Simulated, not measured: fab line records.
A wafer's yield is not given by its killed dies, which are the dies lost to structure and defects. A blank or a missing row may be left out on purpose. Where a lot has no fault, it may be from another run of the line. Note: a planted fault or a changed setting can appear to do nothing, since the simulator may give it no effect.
Comparing a struck lot with a sound one ; flow n5-finfet ; 17 out of 1938 route steps
Sound: the wafers L862.2, L862.3, L862.6. Struck: wafer L867.3. (L867.4, L867.5 of the same lot were not struck and are left out.) The cause comes at the end.
Each step with rows lists, per side, the tool, then ch with its chambers, then its first start. Under that, the readings that differ: sound wafers ; struck wafers ; difference of the means ; sigmas: that difference in standard deviations of wafers without a fault.
alike: a reading whose means differ by less than 2 such deviations, as well as words and numbers matching on both sides. not compared: withheld readings; readings where some wafer has no value; bounds like >300 that might hide an equal value; numbers whose values overlap and for which the record gives no deviation.
Wherever a step has rows on one side only, a row that says differs or no value, or a row with sigmas, the two part there. Numbers that have no deviation but don't overlap get no sigmas and don't part them. A reading missing from all wafers of one side parts the sides only when that side holds two or more wafers.

first, 1 step without rows for these wafers: N5_HKMG_FIN_COAT_66 (time 60 s, resist thk 300 nm).
N5_HKMG_FIN_ETCH_67: etches SOC in N2/H2, stops on TiN, target depth 388.9 nm.
  sound on rie-diel-03 ch 0,1, day 7 16:12; struck on rie-diel-02 ch 1, day 9 00:26
reading;sound;struck;difference;sigmas
drypump-motor-current-A (A);6.2 6.4 6.3;5.4;-0.9;-2
  alike: n2-flow-sccm, oes-product-au, rf-vpp-V, showerhead-plenum-p-Torr, throttle-valve-pct
  not compared: rf-hours-counter-h
then, 2 steps without rows for these wafers: N5_HKMG_FIN_STRIP_90 (strips SOC in N2/H2, time 20 s); N5_HKMG_FIN_WET_ETCH_73 (etches the open film in SC1, time 42.3 s, target depth 1.3 nm, rinse time 30 s).
N5_HKMG_FIN_ETCHBACK_68: etches the open film in Cl2/Ar, stops on HfO2, target depth 0.5 nm.
  sound on rie-metal-01 ch 0,1, day 7 16:41; struck on rie-metal-03 ch 0, day 9 00:41
reading;sound;struck;difference;sigmas
oes-product-au (a.u.);0.62 0.63 0.71;0.81;+0.16;+2
  alike: drypump-motor-current-A, throttle-valve-pct
  not compared: rf-hours-counter-h
N5_HKMG_FIN_STRIP_69: strips in N2/H2, time 360 s.
  sound on plasma-asher-02 ch 0,1, day 7 16:50; struck on plasma-asher-01 ch 1, day 9 00:55
reading;sound;struck;difference;sigmas
drypump-motor-current-A (A);5.36 5.36 5.35;6.05;+0.69;+3
heater-power-w (W);496 488 505;421;-75;-2
  alike: n2-flow-sccm, temp-c
  not compared: rf-hours-counter-h
then, 1 step without rows for these wafers: N5_HKMG_FIN_ALD_21 (deposits TiN, target thk 1.5 nm, pulse time 1 s, purge time 3 s).
N5_HKMG_FIN_ALD_72: deposits W, target thk 2 nm, pulse time 1 s, purge time 2 s.
  sound on cvd-w-02 ch 0,1, day 7 17:34; struck on cvd-w-02 ch 0, day 9 01:34
  alike: heater-power-w, precursor-pulse-height-rel
N5_HKMG_FIN_W_FILL_22: material W, target thk 60 nm, time 18.2 s.
  sound on cvd-w-02 ch 0,1, day 7 17:38; struck on cvd-w-02 ch 0, day 9 01:37
  alike: heater-power-w, throttle-valve-pct
then, 3 steps without rows for these wafers: N5_HKMG_FIN_PRECLEAN_83 (cleans in DIW, time 57.5 s); N5_HKMG_FIN_SRD_84 (dry time 32 s); N5_HKMG_FIN_CMP_23 (polishes, stops on SiNx, t overpolish 10 s, target thk 46.326 nm).
N5_HKMG_FIN_CMP_94: polishes, stops on SiNx, t overpolish 4.7 s, target thk 43.299 nm.
  sound on cmp-02 ch 0,1,2, day 7 18:17; struck on cmp-02 ch 2, day 9 02:11
  alike: head-pressure-psi, motor-current-A, platen-rpm, retaining-ring-pressure-frac, slurry-flow-ml-min
  not compared: pad-life-wafers
N5_HKMG_FIN_INSPECT_28: inspects for defects (darkfield).
  sound on defect-inspect-02 at day 7 18:27; struck on defect-inspect-02 at day 9 02:25
reading;sound;struck;difference;sigmas
raw-defect-count;30 43 23;764;+732;+43
then, 1 step without rows for these wafers: N5_GATE_CUT_ETCHBACK_00 (etches W in SF6/Cl2).
-- record jumps: 4 days separate the struck wafers' starts on either side; left off in module GATE_CUT, taken up again in module BEOL_M4, whose first shown step is the route's number 1111 --
N5_BEOL_M4_RC_MEAS_101:
  sound on prober-01 ch 0, day 11 12:11; struck on prober-02 ch 0, day 12 20:58
  alike: DIBL_N, DIBL_P, IOFF_N, IOFF_P, ION_N, ION_P, SS_N, SS_P, VT_N, VT_P
-- the record jumps here: 5 days lie between the struck wafers' starts before and after (it left off in module BEOL_M4 and takes up again in module PASSIVATION, whose first step shown is number 1936 of the route) --
N5_PASSIVATION_PROBE_49:
  record: rows for the struck wafers here (prober-02, day 17 10:25), none for the sound ones

WHERE THEY PART
Earliest at N5_HKMG_FIN_ETCH_67; latest, in this record, at N5_PASSIVATION_PROBE_49.

WHY: the cause the simulator had injected
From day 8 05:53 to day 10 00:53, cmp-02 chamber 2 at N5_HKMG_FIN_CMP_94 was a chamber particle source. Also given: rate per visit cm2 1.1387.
